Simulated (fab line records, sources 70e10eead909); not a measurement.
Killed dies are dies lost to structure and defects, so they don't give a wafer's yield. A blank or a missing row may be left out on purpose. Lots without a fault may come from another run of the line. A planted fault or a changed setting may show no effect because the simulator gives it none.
A struck lot beside a sound one | flow nand_harc | 14 steps out of a route of 1302
Sound: wafers L706.2, L706.3, L706.4. Struck: wafers L718.2, L718.5, L718.6. The cause comes at the end.
At each step with rows: each side's tool, then ch and its chambers, then its first start. Under that, the readings that differ: sound wafers | struck wafers | difference of the means | sigmas: that difference in standard deviations of wafers without a fault.
alike: readings whose means differ by less than 2 such deviations, and words and numbers that are the same on both sides. not compared: withheld readings, readings that some wafer has no value for, bounds like >300 that may hide the same value, and numbers for which the record gives no deviation and whose values overlap.
The two part at a step that has a row with sigmas, a row that says differs or no value, or rows on one side only. Numbers that don't overlap but have no deviation are shown without sigmas and don't part them. A reading that every wafer of one side lacks parts them only if that side has two wafers or more.

NHARC_A_STAIRCASE_DESCUM_168: chemistry O2, time 3 s.
  sound on rie_diel-05 ch 1,2,3, day 15 18:49; struck on rie_diel-04 ch 0,1,2, day 20 15:10
  alike: drypump_motor_current_A, mfc_ar_sccm, oes_product_au, rf_vpp_V, showerhead_plenum_p_Torr, throttle_valve_pct
  not compared: rf_hours_counter_h
NHARC_A_STAIRCASE_ETCH_169: etches the open film in CH3F/O2, target depth 50 nm, time 107.1 s.
  sound on rie_diel-05 ch 0,1,3, day 15 18:54; struck on rie_diel-04 ch 1,2,3, day 20 15:16
  alike: bias_w, drypump_motor_current_A, mfc_ar_sccm, oes_product_au, rf_vpp_V, showerhead_plenum_p_Torr, throttle_valve_pct
  not compared: rf_hours_counter_h
NHARC_A_STAIRCASE_ETCH_170: etches the open film in C4F6/O2, target depth 200 nm, time 66.667 s.
  sound on rie_diel-05 ch 0,2,3; struck on rie_diel-04 ch 1,2
  alike: bias_w, c4f6_flow_sccm, drypump_motor_current_A, mfc_ar_sccm, oes_product_au, rf_vpp_V, showerhead_plenum_p_Torr, throttle_valve_pct
  not compared: rf_hours_counter_h
NHARC_A_STAIRCASE_STRIP_171: strips in O2.
  sound on plasma_asher-01 ch 0,1, day 15 19:11; struck on plasma_asher-01 ch 0,1, day 20 15:31
  alike: drypump_motor_current_A, heater_power_w
  not compared: rf_hours_counter_h
then, 8 steps without rows for these wafers: NHARC_A_STAIRCASE_STRIP_172 (strips in SPM, time 900 s); NHARC_A_STAIRCASE_PRECLEAN_173 (cleans in SC1); NHARC_A_STAIRCASE_SRD_174; NHARC_A_STAIRCASE_DEHYDRATE_01 (time 120 s); NHARC_A_STAIRCASE_HMDS_02 (time 30 s); NHARC_A_STAIRCASE_COAT_03; NHARC_A_STAIRCASE_SOFTBAKE_04 (time 170 s); NHARC_A_STAIRCASE_EBR_05.
NHARC_A_STAIRCASE_EXPOSE_06: exposes mask STAIR.
  sound on krf_scanner-02 ch 0, day 15 20:09; struck on krf_scanner-02, day 20 16:37
  no value came back on the struck wafers for exposure_dose_mJ_cm2, focus_offset_nm (nm); on the sound wafers exposure_dose_mJ_cm2 reads 25.376 25.411 25.430
  alike: mask
then, 1 step without rows for these wafers: NHARC_A_STAIRCASE_PEB_07 (peb time 130 s).

WHERE THEY PART
Only at NHARC_A_STAIRCASE_EXPOSE_06, within this record.

WHY: what the simulator had put in
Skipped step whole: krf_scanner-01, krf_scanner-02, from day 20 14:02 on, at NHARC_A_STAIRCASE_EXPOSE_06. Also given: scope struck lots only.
